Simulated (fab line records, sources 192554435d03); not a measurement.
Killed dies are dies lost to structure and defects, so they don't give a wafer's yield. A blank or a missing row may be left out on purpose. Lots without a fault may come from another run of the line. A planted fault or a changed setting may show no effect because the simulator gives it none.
fab line records | flow n5_finfet
record lots=23 wafers=69 last_day=17
route steps=1938 shown BEOL_M0_SAQP@633 BEOL_M0@722
lots that met no fault: from a run of the same line without faults
start_h: hours from the record's first day to the start of the lot's first wafer shown | wait_h: hours since the lot's step before | " the same as in the row above | L1.1+2: a row that stands for several wafers | - no value, or no start given | * or withheld: withheld | < > ~ a bound
route shown NAME@n: a module of which the file shows steps, and the number in the route of the first | usual: mean/standard deviation of fault-free wafers | same: alike in all rows | chamber/n: place in a boat | sites: the reading at each site | _std_site: their standard deviation | _edge_site: outer sites' mean less inner sites' | radius_mm: how far each site lies from the wafer's centre | mask NAME#n: copy n | behind: the tool/chamber that last shaped the wafer | hold: why the lot was held/for how many hours/how that ended | device: the transistor (n, p or np) that didn't switch | end of line: the same wafers' tests at the end of the route | a step without rows: its recipe alone | killed: dies lost to structure and defects at the first sort, not the wafer's yield | map: a wafer's dies, x killed, . not, _ none there
set.NAME: the setting as run; set.NAME@STEP: as run at that earlier step | model.NAME: the simulator's own value behind a step, which no gauge read
steps of the route over a sample of lots; a table a step, a row a wafer
services: from which hour (start_h, from the record's first day; less than 0 if before it) a tool's chamber was out of use, for how many hours, and why
## steps
# step N5_BEOL_M0_SAQP_ILD_DEP_01
# recipe material=SiOC target_thk_a=454.19 temp_c=350 precursor=DEMS/O2 pressure_torr=5 rf_w=500 time_s=8.7
# usual heater_power_outer_w=266/45 heater_power_w=490/53 showerhead_plenum_p_Torr=5.690/0.009 showerhead_vpp_V=1399/99 throttle_valve_pct=12.3/0.89
# same time_s=8.7
# columns lot.wafer tool chamber start_h wait_h heater_power_outer_w heater_power_w showerhead_plenum_p_Torr showerhead_vpp_V throttle_valve_pct
L074.1 pecvd-02 2 106.25 0.0 250 456 5.682 1330 10.9
L074.4 " 1 " " 265 490 5.709 1433 12.4
L074.6 " 2 " " 248 449 5.678 1314 11.6
L075.1 pecvd-02 1 117.84 0.0 298 509 5.685 1428 12.3
L075.2 " 0 " " 257 460 5.691 1562 12.5
L075.4 " 2 " " 242 427 5.689 1306 11.8
L076.1 pecvd-04 0 120.84 0.0 172 400 5.681 1471 11.9
L076.3 " 1 " " 264 517 5.681 1269 13.9
L076.5 " 0 " " 169 397 5.705 1474 11.9
L077.2 pecvd-01 0 123.84 0.0 246 466 5.687 1317 12.1
L077.3 " 2 " " 244 459 5.688 1480 10.5
L077.4 " 0 " " 255 460 5.688 1319 11.8
L078.1 pecvd-02 1 129.77 0.0 338 563 5.692 1431 12.5
L078.3 " 0 " " 280 502 5.687 1566 12.3
L078.5 " 1 " " 341 578 5.709 1418 12.6
L079.1 pecvd-04 2 135.74 0.0 314 548 5.701 1419 11.8
L079.2 " 1 " " 294 546 5.697 1273 13.8
L079.4 " 1 " " 209 425 5.689 1279 14.1
L080.2 pecvd-02 1 140.91 0.0 295 523 5.693 1422 12.5
L080.4 " 1 " " 301 531 5.712 1410 12.2
L080.5 " 0 " " 285 504 5.699 1572 12.5
L082.1 pecvd-04 2 151.64 0.0 309 549 5.687 1465 11.7
L082.4 " 1 " " 268 512 5.689 1293 13.8
L082.6 " 2 " " 308 547 5.698 1462 11.8
L083.2 pecvd-04 2 160.04 0.0 271 497 5.695 1457 11.7
L083.4 " 1 " " 300 553 5.686 1279 13.9
L083.6 " 2 " " 270 506 5.688 1438 11.7
L084.1 pecvd-02 2 173.95 0.0 181 373 5.679 1312 11.3
L084.2 " 1 " " 359 594 5.701 1460 12.4
L084.3 " 0 " " 280 499 5.693 1532 12.5
L085.2 pecvd-04 1 176.96 0.0 280 535 5.681 1279 13.9
L085.3 " 0 " " 173 395 5.700 1456 12.0
L085.6 " 1 " " 282 547 5.682 1261 14.1
L086.3 pecvd-02 0 179.96 0.0 308 525 5.690 1553 12.4
L086.4 " 2 " " 239 426 5.679 1333 11.5
L086.6 " 1 " " 353 594 5.700 1427 12.4
L087.1 pecvd-02 2 183.07 0.0 234 436 5.682 1287 11.3
L087.2 " 1 " " 357 594 5.695 1411 12.6
L087.5 " 0 " " 320 562 5.690 1564 12.4
L088.3 pecvd-01 2 186.34 0.0 227 439 5.675 1451 10.8
L088.4 " 2 " " 224 444 5.691 1494 10.7
L088.6 " 1 " " 331 542 5.689 1246 13.1
L089.1 pecvd-04 0 197.67 0.0 220 458 5.689 1452 12.3
L089.3 " 2 " " 271 493 5.706 1450 11.8
L089.4 " 0 " " 218 472 5.688 1475 12.3
L090.2 pecvd-04 2 200.69 0.0 307 553 5.695 1443 11.9
L090.5 " 2 " " 303 551 5.688 1452 11.7
L090.6 " 0 " " 240 479 5.676 1463 11.6
L091.1 pecvd-04 0 211.33 0.0 199 433 5.687 1464 12.2
L091.4 " 1 " " 232 471 5.708 1302 13.8
L091.5 " 1 " " 231 473 5.682 1293 14.0
L092.1 pecvd-01 0 214.32 0.0 262 473 5.672 1312 11.8
L092.2 " 2 " " 251 485 5.697 1430 10.8
L092.5 " 1 " " 301 487 5.679 1267 13.2
L093.1 pecvd-01 2 218.85 0.0 269 494 5.685 1454 10.7
L093.3 " 0 " " 213 405 5.691 1309 12.1
L093.4 " 2 " " 272 497 5.688 1473 10.9
L095.1 pecvd-02 2 231.53 0.0 188 368 5.694 1312 11.7
L095.2 " 0 " " 323 569 5.690 1553 12.3
L095.3 " 1 " " 361 602 5.707 1437 12.6
L094.2 pecvd-04 1 234.53 0.0 262 520 5.691 1267 13.8
L094.3 " 1 " " 267 508 5.682 1272 13.9
L094.6 " 1 " " 270 515 5.694 1297 13.9
L096.1 pecvd-01 0 237.80 0.0 235 450 5.695 1318 11.8
L096.4 " 2 " " 253 492 5.689 1477 10.9
L096.5 " 1 " " 273 459 5.676 1230 12.9
L097.2 pecvd-02 2 241.21 0.0 231 411 5.683 1298 11.7
L097.4 " 2 " " 225 421 5.689 1331 11.5
L097.5 " 0 " " 273 472 5.689 1551 12.5
# step N5_BEOL_M0_SAQP_HM_OPEN_112
# recipe chemistry=CHF3/O2 target=SiO2 stop_on=a-Si target_depth_a=120 over_etch_frac=1.25 mask_material=SOC time_s=13.5 pressure_mtorr=30 source_w=650 bias_w=170 Ar_flow_sccm=200 CHF3_flow_sccm=50 O2_flow_sccm=5 ion_energy_ev=200 ends=end_point
# usual drypump_motor_current_A=5.85/0.23 oes_product_au=0.50/0.046 rf_vpp_V=522/9.7 showerhead_plenum_p_Torr=2.39/0.086 throttle_valve_pct=18.98/0.19
# columns lot.wafer tool chamber start_h wait_h drypump_motor_current_A oes_product_au rf_hours_counter_h rf_vpp_V showerhead_plenum_p_Torr throttle_valve_pct
L074.1 rie_diel-04 2 108.08 0.0 5.62 0.46 232 519 2.30 18.96
L074.4 " 3 " " 6.21 0.50 154 522 2.41 19.11
L074.6 " 3 " " 6.20 0.50 - 520 2.41 19.11
L075.1 rie_diel-03 2 119.66 0.0 5.72 0.50 132 539 2.50 18.87
L075.2 " 0 " " 6.26 0.48 159 537 2.40 19.05
L075.4 " 1 " " 5.57 0.50 153 517 2.33 18.95
L076.1 rie_diel-03 0 122.82 0.0 6.29 0.48 160 537 2.40 19.05
L076.3 " 1 " " 5.58 0.49 154 515 2.33 18.94
L076.5 " 2 " " 5.71 0.51 - 540 2.50 18.88
L077.2 rie_diel-04 1 126.73 0.0 6.00 0.56 62 517 2.35 18.56
L077.3 " 0 " " 5.50 0.48 172 520 2.32 18.92
L077.4 " 2 " " 5.60 0.45 238 519 2.30 18.98
L078.1 rie_diel-05 0 131.05 0.0 5.82 0.46 211 517 2.39 19.24
L078.3 " 3 " " 6.01 0.49 136 520 2.34 19.08
L078.5 " 0 " " 5.81 0.46 - 519 2.39 19.25
L079.1 rie_diel-03 1 138.51 0.0 5.62 0.50 159 517 2.32 18.95
L079.2 " 2 " " 5.71 0.50 139 538 2.50 18.88
L079.4 " 0 " " 6.26 0.48 165 538 2.40 19.06
L080.2 rie_diel-03 3 143.93 0.0 5.79 0.45 242 530 2.29 19.02
L080.4 " 0 " " 6.24 0.49 166 536 2.40 19.09
L080.5 " 3 " " 5.77 0.46 - 528 2.29 19.01
L082.1 rie_diel-03 0 153.92 0.0 6.29 0.48 169 537 2.40 19.08
L082.4 " 2 " " 5.72 0.50 143 539 2.50 18.88
L082.6 " 1 " " 5.57 0.50 - 519 2.32 18.97
L083.2 rie_diel-03 1 161.94 0.0 5.62 0.50 166 516 2.32 18.95
L083.4 " 3 " " 5.79 0.45 247 528 2.29 19.02
L083.6 " 3 " " 5.79 0.45 - 528 2.29 19.01
L084.1 rie_diel-04 1 175.14 0.0 6.01 0.55 78 516 2.35 18.59
L084.2 " 0 " " 5.50 0.47 186 518 2.31 18.93
L084.3 " 3 " " 6.20 0.48 174 521 2.40 19.13
L085.2 rie_diel-04 3 181.65 0.0 6.22 0.49 176 522 2.40 19.14
L085.3 " 1 " " 6.01 0.54 79 516 2.35 18.59
L085.6 " 3 " " 6.21 0.49 - 521 2.40 19.15
L086.3 rie_diel-05 1 182.25 0.0 5.68 0.45 241 511 2.38 18.92
L086.4 " 0 " " 5.80 0.45 227 517 2.38 19.27
L086.6 " 0 " " 5.80 0.45 - 519 2.38 19.27
L087.1 rie_diel-04 1 184.22 0.0 6.02 0.55 81 517 2.35 18.58
L087.2 " 0 " " 5.52 0.47 189 519 2.31 18.95
L087.5 " 0 " " 5.49 0.47 - 520 2.31 18.95
L088.3 rie_diel-05 3 189.11 0.0 5.99 0.48 153 518 2.33 19.10
L088.4 " 2 " " 5.80 0.56 58 506 2.56 18.99
L088.6 " 0 " " 5.82 0.45 - 519 2.38 19.29
L089.1 rie_diel-05 0 198.99 0.0 5.80 0.45 232 519 2.38 19.26
L089.3 " 3 " " 5.99 0.48 156 520 2.33 19.09
L089.4 " 2 " " 5.82 0.56 61 506 2.56 19.02
L090.2 rie_diel-05 1 202.18 0.0 5.68 0.44 248 512 2.38 18.92
L090.5 " 2 " " 5.81 0.55 - 506 2.56 19.02
L090.6 " 3 " " 6.01 0.48 - 520 2.33 19.10
L091.1 rie_diel-04 1 212.38 0.0 6.01 0.54 89 516 2.34 18.59
L091.4 " 0 " " 5.53 0.47 197 520 2.31 18.95
L091.5 " 3 " " 6.23 0.49 - 523 2.40 19.16
L092.1 rie_diel-03 3 216.03 0.0 5.75 0.62 6 540 2.58 18.61
L092.2 " 1 " " 5.56 0.48 185 515 2.31 19.00
L092.5 " 1 " " 5.59 0.48 - 516 2.31 18.99
L093.1 rie_diel-04 2 220.09 0.0 5.63 0.59 9 518 2.58 18.62
L093.3 " 3 " " 6.20 0.48 187 522 2.40 19.14
L093.4 " 0 " " 5.51 0.48 199 520 2.31 18.97
L095.1 rie_diel-05 3 232.77 0.0 6.01 0.48 169 519 2.32 19.12
L095.2 " 0 " " 5.80 0.45 244 519 2.38 19.30
L095.3 " 2 " " 5.81 0.55 74 505 2.56 19.02
L094.2 rie_diel-03 0 236.84 0.0 6.27 0.46 197 537 2.39 19.13
L094.3 " 3 " " 5.79 0.62 13 539 2.58 18.61
L094.6 " 0 " " 6.26 0.47 - 537 2.39 19.13
L096.1 rie_diel-05 3 241.23 0.0 5.98 0.48 173 521 2.32 19.14
L096.4 " 0 " " 5.80 0.45 247 518 2.37 19.31
L096.5 " 3 " " 5.98 0.48 - 519 2.32 19.13
L097.2 rie_diel-05 3 243.49 0.0 6.00 0.46 173 518 2.32 19.15
L097.4 " 1 " " 5.66 0.63 4 511 2.38 18.52
L097.5 " 0 " " 5.81 0.44 - 518 2.37 19.31
# step N5_BEOL_M0_SAQP_INSPECT_42
# recipe mode=adi inspect_instrument=brightfield
# usual raw_defect_count=267/70
# columns lot.wafer tool chamber start_h wait_h raw_defect_count
L074.1 defect_inspect-01 - 111.73 0.1 175
L074.4 " - " " 121
L074.6 " - " " 148
L075.1 defect_inspect-01 - 123.45 0.1 298
L075.2 " - " " 296
L075.4 " - " " 259
L076.1 defect_inspect-01 - 127.08 0.1 307
L076.3 " - " " 284
L076.5 " - " " 293
L077.2 defect_inspect-02 - 130.31 0.0 270
L077.3 " - " " 281
L077.4 " - " " 339
L078.1 defect_inspect-01 - 135.21 0.1 206
L078.3 " - " " 207
L078.5 " - " " 212
L079.1 defect_inspect-01 - 142.57 0.1 296
L079.2 " - " " 241
L079.4 " - " " 205
L080.2 defect_inspect-02 - 147.58 0.0 378
L080.4 " - " " 350
L080.5 " - " " 274
L082.1 defect_inspect-01 - 157.47 0.1 208
L082.4 " - " " 217
L082.6 " - " " 169
L083.2 defect_inspect-01 - 165.90 0.0 402
L083.4 " - " " 261
L083.6 " - " " 242
L084.1 defect_inspect-02 - 179.09 0.1 240
L084.2 " - " " 250
L084.3 " - " " 258
L085.2 defect_inspect-02 - 185.90 0.0 257
L085.3 " - " " 347
L085.6 " - " " 228
L086.3 defect_inspect-01 - 186.44 0.0 246
L086.4 " - " " 329
L086.6 " - " " 279
L087.1 defect_inspect-01 - 191.09 0.1 329
L087.2 " - " " 431
L087.5 " - " " 354
L088.3 defect_inspect-01 - 194.17 0.0 195
L088.4 " - " " 178
L088.6 " - " " 296
L089.1 defect_inspect-01 - 203.39 0.1 208
L089.3 " - " " 352
L089.4 " - " " 216
L090.2 defect_inspect-01 - 205.84 0.0 324
L090.5 " - " " 417
L090.6 " - " " 237
L091.1 defect_inspect-01 - 216.76 0.1 309
L091.4 " - " " 320
L091.5 " - " " 378
L092.1 defect_inspect-01 - 221.23 0.1 462
L092.2 " - " " 282
L092.5 " - " " 351
L093.1 defect_inspect-01 - 223.97 0.1 204
L093.3 " - " " 264
L093.4 " - " " 202
L095.1 defect_inspect-01 - 236.99 0.1 231
L095.2 " - " " 166
L095.3 " - " " 252
L094.2 defect_inspect-02 - 241.09 0.0 231
L094.3 " - " " 326
L094.6 " - " " 203
L096.1 defect_inspect-01 - 245.48 0.1 191
L096.4 " - " " 311
L096.5 " - " " 269
L097.2 defect_inspect-01 - 247.47 0.1 362
L097.4 " - " " 302
L097.5 " - " " 293
# step N5_BEOL_M0_SAQP_ETCH_88
# recipe chemistry=N2/H2 target=underlayer target_depth_a=65 time_s=5.2 ion_energy_ev=200 mask_material=CAR-EUV pressure_mtorr=30 source_w=840 bias_w=150 n2_flow_sccm=200 h2_flow_sccm=200 ends=cleared
# usual drypump_motor_current_A=5.84/0.23 etch_rf_on_time_s=5.19/0.079 oes_product_au=0.66/0.072 rf_vpp_V=523.5/3 showerhead_plenum_p_Torr=2.53/0.1 throttle_valve_pct=17.97/0.22
# columns lot.wafer tool chamber start_h wait_h drypump_motor_current_A etch_rf_on_time_s oes_product_au rf_hours_counter_h rf_vpp_V showerhead_plenum_p_Torr throttle_valve_pct
L074.1 rie_diel-05 2 111.80 0.0 5.81 5.13 0.75 37 530.3 2.71 17.98
L074.4 " 0 " " 5.82 5.20 0.61 205 523.1 2.52 18.21
L074.6 " 1 " " 5.67 5.28 0.59 - 521.5 2.51 17.98
L075.1 rie_diel-05 3 123.52 0.0 5.98 5.32 0.63 134 520.4 2.44 17.86
L075.2 " 1 " " 5.68 5.33 0.59 224 522.6 2.51 17.96
L075.4 " 0 " " 5.83 5.20 0.60 209 522.0 2.52 18.25
L076.1 rie_diel-05 2 127.15 0.0 5.82 5.10 0.75 41 527.0 2.71 17.98
L076.3 " 1 " " 5.67 5.33 0.59 225 522.1 2.51 18.00
L076.5 " 2 " " 5.83 5.13 0.76 - 528.5 2.71 17.99
L077.2 rie_diel-05 3 130.38 0.0 6.00 5.24 0.64 135 520.2 2.44 17.86
L077.3 " 0 " " 5.83 5.18 0.60 211 523.2 2.52 18.23
L077.4 " 1 " " 5.68 5.36 0.58 226 521.6 2.51 17.97
L078.1 rie_diel-04 1 135.28 0.0 6.05 5.20 0.72 65 522.8 2.49 17.68
L078.3 " 0 " " 5.52 5.19 0.63 175 521.4 2.42 17.90
L078.5 " 2 " " 5.65 5.19 0.59 - 519.8 2.40 17.83
L079.1 rie_diel-05 0 142.94 0.0 5.82 5.24 0.59 215 522.3 2.51 18.24
L079.2 " 3 " " 6.01 5.28 0.65 139 522.0 2.44 17.86
L079.4 " 1 " " 5.68 5.35 0.58 230 524.2 2.51 17.96
L080.2 rie_diel-05 0 147.64 0.0 5.82 5.21 0.59 216 524.3 2.51 18.25
L080.4 " 1 " " 5.69 5.34 0.59 231 523.1 2.51 17.98
L080.5 " 0 " " 5.82 5.13 0.59 - 524.4 2.51 18.24
L082.1 rie_diel-04 3 157.54 0.0 6.23 5.26 0.63 168 523.2 2.55 18.15
L082.4 " 0 " " 5.54 5.18 0.63 180 522.8 2.42 17.94
L082.6 " 3 " " 6.21 5.21 0.64 - 524.4 2.55 18.16
L083.2 rie_diel-04 0 165.97 0.0 5.59 5.20 0.62 182 520.0 2.42 17.91
L083.4 " 1 " " 6.00 5.22 0.72 74 520.4 2.48 17.66
L083.6 " 0 " " 5.59 5.26 0.63 - 520.3 2.42 17.95
L084.1 rie_diel-05 2 179.16 0.0 5.81 5.17 0.74 55 527.9 2.70 18.01
L084.2 " 1 " " 5.68 5.31 0.58 240 523.9 2.51 18.01
L084.3 " 0 " " 5.83 5.20 0.59 226 523.7 2.51 18.28
L085.2 rie_diel-04 3 185.99 0.0 6.21 5.22 0.64 178 522.5 2.54 18.17
L085.3 " 2 " " 5.59 5.34 0.80 0 530.5 2.71 17.43
L085.6 " 3 " " 6.22 5.25 0.63 - 524.4 2.54 18.15
L086.3 rie_diel-04 1 186.50 0.0 6.02 5.20 0.72 81 521.6 2.48 17.68
L086.4 " 3 " " 6.23 5.19 0.64 178 523.7 2.54 18.16
L086.6 " 2 " " 5.57 5.33 0.80 - 528.0 2.71 17.42
L087.1 rie_diel-03 0 191.19 0.0 6.26 5.14 0.62 183 522.6 2.53 18.17
L087.2 " 2 " " 5.74 5.16 0.65 157 527.3 2.63 17.92
L087.5 " 0 " " 6.27 5.18 0.61 - 521.6 2.53 18.18
L088.3 rie_diel-03 2 194.24 0.0 5.67 5.16 0.64 159 523.4 2.63 17.90
L088.4 " 0 " " 6.27 5.25 0.61 - 524.1 2.53 18.16
L088.6 " 2 " " 5.70 5.19 0.64 - 524.6 2.63 17.92
L089.1 rie_diel-03 3 203.46 0.0 5.80 5.02 0.86 3 528.5 2.71 17.51
L089.3 " 2 " " 5.73 5.13 0.64 162 524.6 2.63 17.93
L089.4 " 0 " " 6.29 5.16 0.62 187 522.4 2.52 18.17
L090.2 rie_diel-04 0 205.91 0.0 5.54 5.13 0.62 195 519.7 2.41 17.96
L090.5 " 0 " " 5.49 5.13 0.62 - 519.0 2.41 17.95
L090.6 " 3 " " 6.23 5.21 0.63 - 523.9 2.54 18.18
L091.1 rie_diel-03 3 216.83 0.0 5.80 5.01 0.84 6 528.0 2.71 17.50
L091.4 " 1 " " 5.58 5.17 0.64 185 520.1 2.44 18.16
L091.5 " 2 " " 5.72 5.17 0.65 - 526.8 2.63 17.91
L092.1 rie_diel-03 1 221.29 0.0 5.61 5.13 0.63 186 522.7 2.44 18.19
L092.2 " 3 " " 5.79 4.95 0.82 8 527.7 2.71 17.52
L092.5 " 3 " " 5.79 4.97 0.83 - 527.8 2.71 17.49
L093.1 rie_diel-05 0 224.26 0.0 5.80 5.25 0.58 241 523.6 2.50 18.30
L093.3 " 3 " " 6.00 5.22 0.62 166 520.3 2.43 17.92
L093.4 " 0 " " 5.81 5.21 0.58 - 522.3 2.50 18.30
L095.1 rie_diel-03 0 237.38 0.0 6.27 5.15 0.61 197 522.5 2.52 18.18
L095.2 " 2 " " 5.71 5.13 0.64 171 526.3 2.62 17.95
L095.3 " 1 " " 5.58 5.20 0.63 191 518.6 2.43 18.20
L094.2 rie_diel-05 1 241.50 0.0 5.70 5.19 0.84 3 523.0 2.50 17.58
L094.3 " 0 " " 5.83 5.21 0.57 247 522.9 2.50 18.32
L094.6 " 0 " " 5.82 5.21 0.57 - 523.1 2.50 18.30
L096.1 rie_diel-04 1 245.55 0.0 6.03 5.30 0.68 96 521.7 2.47 17.71
L096.4 " 2 " " 5.61 5.31 0.75 16 528.4 2.70 17.46
L096.5 " 1 " " 6.02 5.26 0.69 - 523.6 2.47 17.71
L097.2 rie_diel-03 3 247.81 0.0 5.79 5.07 0.80 17 528.6 2.70 17.54
L097.4 " 2 " " 5.71 5.18 0.63 175 527.1 2.62 17.95
L097.5 " 0 " " 6.29 5.13 0.61 - 522.6 2.52 18.20
# step N5_BEOL_M0_STRIP_142
# recipe chemistry=N2/H2 time_s=10 power_w=450 temp_c=40 pressure_mtorr=20 rf_frequency_hz=6e+07 bias_power_w=7 n2_flow_sccm=200 h2_flow_sccm=200
# usual drypump_motor_current_A=5.7/0.47 oes_product_au=0.83/0.082 rf_vpp_V=59.3/1 showerhead_plenum_p_Torr=2.55/0.096 throttle_valve_pct=23.6/0.35
# same time_s=10
# columns lot.wafer tool chamber start_h wait_h drypump_motor_current_A oes_product_au rf_hours_counter_h rf_vpp_V showerhead_plenum_p_Torr throttle_valve_pct
L074.1 rie_diel-06 0 115.64 0.0 5.7 0.89 34 60.2 2.70 23.3
L074.4 " 2 " " 5.5 0.72 - 62.0 2.63 24.3
L074.6 " 3 " " 5.6 0.84 - 58.5 2.47 23.7
L075.1 rie_diel-06 0 127.04 0.0 5.7 0.88 40 57.4 2.69 23.3
L075.2 " 3 " " 5.6 0.83 72 59.0 2.47 23.7
L075.4 " 3 " " 5.6 0.84 - 58.3 2.47 23.7
L076.1 rie_diel-06 2 130.11 0.0 5.5 0.73 194 59.7 2.63 24.3
L076.3 " 0 " " 5.7 0.88 41 59.0 2.69 23.3
L076.5 " 3 " " 5.6 0.84 - 59.2 2.47 23.7
L077.2 rie_diel-02 1 133.32 0.0 6.3 0.80 133 59.7 2.45 23.3
L077.3 " 0 " " 5.5 0.93 21 58.8 2.71 23.8
L077.4 " 2 " " 5.8 0.95 4 59.3 2.62 23.7
L078.1 rie_diel-01 3 137.32 0.0 5.4 0.91 22 60.1 2.46 23.6
L078.3 " 0 " " 4.7 0.74 186 59.4 2.54 23.4
L078.5 " 3 " " 5.4 0.91 - 59.0 2.46 23.6
L079.1 rie_diel-01 1 146.42 0.0 5.0 0.74 164 57.7 2.45 24.4
L079.2 " 0 " " 4.7 0.73 190 60.4 2.53 23.4
L079.4 " 2 " " 6.2 0.69 250 58.9 2.59 23.8
L080.2 rie_diel-02 0 150.53 0.0 5.5 0.90 27 60.5 2.71 23.8
L080.4 " 2 " " 5.8 0.92 - 59.2 2.62 23.7
L080.5 " 1 " " 6.4 0.79 - 60.0 2.45 23.3
L082.1 rie_diel-06 2 160.10 0.0 5.6 0.71 204 59.7 2.63 24.3
L082.4 " 3 " " 5.6 0.82 84 58.8 2.47 23.7
L082.6 " 0 " " 5.7 0.86 - 59.2 2.69 23.3
L083.2 rie_diel-02 2 168.88 0.0 5.8 0.91 18 59.4 2.61 23.7
L083.4 " 2 " " 5.8 0.91 - 60.2 2.61 23.7
L083.6 " 0 " " 5.5 0.90 - 60.8 2.70 23.8
L084.1 rie_diel-02 0 181.85 0.0 5.5 0.89 38 59.8 2.70 23.8
L084.2 " 2 " " 5.8 0.90 23 60.0 2.61 23.7
L084.3 " 3 " " 6.1 0.99 4 58.9 2.48 23.4
L085.2 rie_diel-02 0 188.34 0.0 5.5 0.88 40 60.5 2.70 23.8
L085.3 " 1 " " 6.3 0.78 152 57.6 2.44 23.4
L085.6 " 3 " " 6.2 0.98 - 56.9 2.47 23.4
L087.1 rie_diel-02 0 193.95 0.0 5.5 0.87 43 58.7 2.70 23.8
L087.2 " 1 " " 6.3 0.77 154 59.2 2.44 23.4
L087.5 " 2 " " 5.8 0.88 - 58.9 2.61 23.7
L086.3 rie_diel-06 3 194.01 0.0 5.6 0.81 97 59.6 2.46 23.7
L086.4 " 2 " " 5.5 0.70 215 58.9 2.62 24.3
L086.6 " 1 " " 6.3 0.91 - 58.3 2.48 23.1
L088.3 rie_diel-06 3 197.80 0.0 5.6 0.80 98 58.6 2.46 23.7
L088.4 " 2 " " 5.5 0.70 217 58.7 2.62 24.3
L088.6 " 0 " " 5.7 0.84 - 58.4 2.68 23.3
L089.1 rie_diel-01 0 208.23 0.0 4.7 0.72 212 57.6 2.52 23.4
L089.3 " 1 " " 5.0 0.71 187 58.5 2.44 24.4
L089.4 " 3 " " 5.4 0.87 43 59.4 2.45 23.7
L090.2 rie_diel-06 1 208.68 0.0 6.3 0.92 29 59.9 2.48 23.1
L090.5 " 0 " " 5.7 0.85 - 58.4 2.68 23.3
L090.6 " 1 " " 6.3 0.91 - 58.4 2.48 23.1
L091.1 rie_diel-01 2 220.89 0.0 6.2 0.92 21 59.0 2.59 23.5
L091.4 " 0 " " 4.7 0.72 217 60.9 2.52 23.5
L091.5 " 0 " " 4.7 0.72 - 58.1 2.52 23.5
L092.1 rie_diel-02 0 223.98 0.0 5.6 0.88 54 61.0 2.69 23.8
L092.2 " 3 " " 6.2 0.93 20 60.1 2.47 23.4
L092.5 " 3 " " 6.1 0.93 - 57.0 2.47 23.4
L093.1 rie_diel-01 0 228.36 0.0 4.7 0.71 221 57.6 2.52 23.5
L093.3 " 3 " " 5.4 0.86 51 59.8 2.45 23.7
L093.4 " 2 " " 6.2 0.91 24 59.9 2.58 23.5
L095.1 rie_diel-02 1 239.52 0.0 6.3 0.76 172 59.6 2.43 23.4
L095.2 " 2 " " 5.8 0.86 44 58.4 2.60 23.7
L095.3 " 0 " " 5.5 0.85 61 59.9 2.69 23.8
L094.2 rie_diel-06 0 243.63 0.0 5.7 0.83 77 60.8 2.68 23.3
L094.3 " 1 " " 6.3 0.90 36 59.3 2.47 23.1
L094.6 " 0 " " 5.7 0.83 - 61.7 2.68 23.3
L096.1 rie_diel-02 1 247.63 0.0 6.3 0.75 175 60.5 2.43 23.4
L096.4 " 3 " " 6.1 0.91 32 59.2 2.46 23.5
L096.5 " 2 " " 5.8 0.86 - 57.9 2.60 23.7
L097.2 rie_diel-01 0 252.30 0.0 4.7 0.71 231 59.0 2.52 23.5
L097.4 " 0 " " 4.7 0.70 - 59.3 2.52 23.5
L097.5 " 1 " " 5.0 0.69 - 58.7 2.43 24.4
# step N5_BEOL_M0_DEGAS_112
# recipe ambient=vacuum temp_c=250 time_s=60
# usual heater_power_w=320/32
# same time_s=60
# columns lot.wafer tool chamber start_h wait_h heater_power_w
L074.1 pvd_sputter-02 - 116.28 0.0 314
L074.4 " - " " 293
L074.6 " - " " 318
L075.1 pvd_sputter-01 - 128.35 0.9 265
L075.2 " - " " 316
L075.4 " - " " 288
L076.1 pvd_sputter-02 - 132.06 1.6 389
L076.3 " - " " 290
L076.5 " - " " 289
L077.2 pvd_sputter-02 - 134.04 0.4 290
L077.3 " - " " 279
L077.4 " - " " 397
L078.1 pvd_sputter-03 - 137.89 0.2 317
L078.3 " - " " 314
L078.5 " - " " 344
L079.1 pvd_sputter-02 - 146.78 0.0 308
L079.2 " - " " 387
L079.4 " - " " 288
L080.2 pvd_sputter-03 - 152.43 1.5 341
L080.4 " - " " 305
L080.5 " - " " 323
L082.1 pvd_sputter-02 - 163.45 3.0 319
L082.4 " - " " 284
L082.6 " - " " 319
L083.2 pvd_sputter-02 - 169.52 0.3 313
L083.4 " - " " 288
L083.6 " - " " 307
L084.1 pvd_sputter-03 - 182.67 0.0 335
L084.2 " - " " 298
L084.3 " - " " 321
L085.2 pvd_sputter-02 - 189.00 0.3 278
L085.3 " - " " 389
L085.6 " - " " 387
L087.1 pvd_sputter-02 - 194.65 0.4 279
L087.2 " - " " 309
L087.5 " - " " 318
L086.3 pvd_sputter-03 - 194.71 0.3 330
L086.4 " - " " 352
L086.6 " - " " 321
L088.3 pvd_sputter-03 - 198.33 0.2 301
L088.4 " - " " 322
L088.6 " - " " 346
L089.1 pvd_sputter-02 - 208.81 0.1 308
L089.3 " - " " 397
L089.4 " - " " 296
L090.2 pvd_sputter-02 - 209.87 0.9 321
L090.5 " - " " 283
L090.6 " - " " 317
L091.1 pvd_sputter-03 - 222.02 0.8 330
L091.4 " - " " 347
L091.5 " - " " 309
L092.1 pvd_sputter-03 - 226.65 2.3 348
L092.2 " - " " 317
L092.5 " - " " 319
L093.1 pvd_sputter-03 - 230.63 0.1 329
L093.3 " - " " 352
L093.4 " - " " 299
L095.1 pvd_sputter-03 - 240.06 0.2 310
L095.2 " - " " 342
L095.3 " - " " 309
L094.2 pvd_sputter-01 - 245.66 1.7 347
L094.3 " - " " 313
L094.6 " - " " 342
L096.1 pvd_sputter-03 - 248.53 0.6 326
L096.4 " - " " 307
L096.5 " - " " 344
L097.2 pvd_sputter-03 - 253.67 1.0 341
L097.4 " - " " 329
L097.5 " - " " 320
## services
# columns tool chamber start_h hours kind
rie_diel-02 2 96.77 1.5 repair
rie_diel-05 - 97.29 2.8 pm
rie_diel-01 3 130.35 4.5 repair
pecvd-04 - 130.72 0.6 repair
pecvd-02 - 136.68 2.8 pm
rie_diel-01 - 148.96 0.1 repair
pvd_sputter-02 - 153.89 1.6 repair
rie_diel-05 2 156.09 5.9 repair
rie_diel-02 1 158.46 5.5 repair
rie_diel-03 - 158.81 0.4 repair
rie_diel-03 3 173.66 - clean
rie_diel-03 3 173.66 - consumable_replace:focus_ring
rie_diel-03 3 173.66 - consumable_replace:showerhead
rie_diel-05 1 210.42 - clean
rie_diel-05 1 210.42 - consumable_replace:focus_ring
rie_diel-05 1 210.42 23.2 scheduled_down
rie_diel-05 1 210.42 23.2 vent_cycle
rie_diel-06 - 215.62 15.6 pm
rie_diel-04 - 234.11 1.7 repair
rie_diel-02 2 235.45 2.4 repair
rie_diel-01 3 246.14 18.9 repair
rie_diel-04 0 248.92 19.3 repair
rie_diel-05 0 250.22 - clean
rie_diel-05 0 250.22 - consumable_replace:focus_ring
## key
fault none
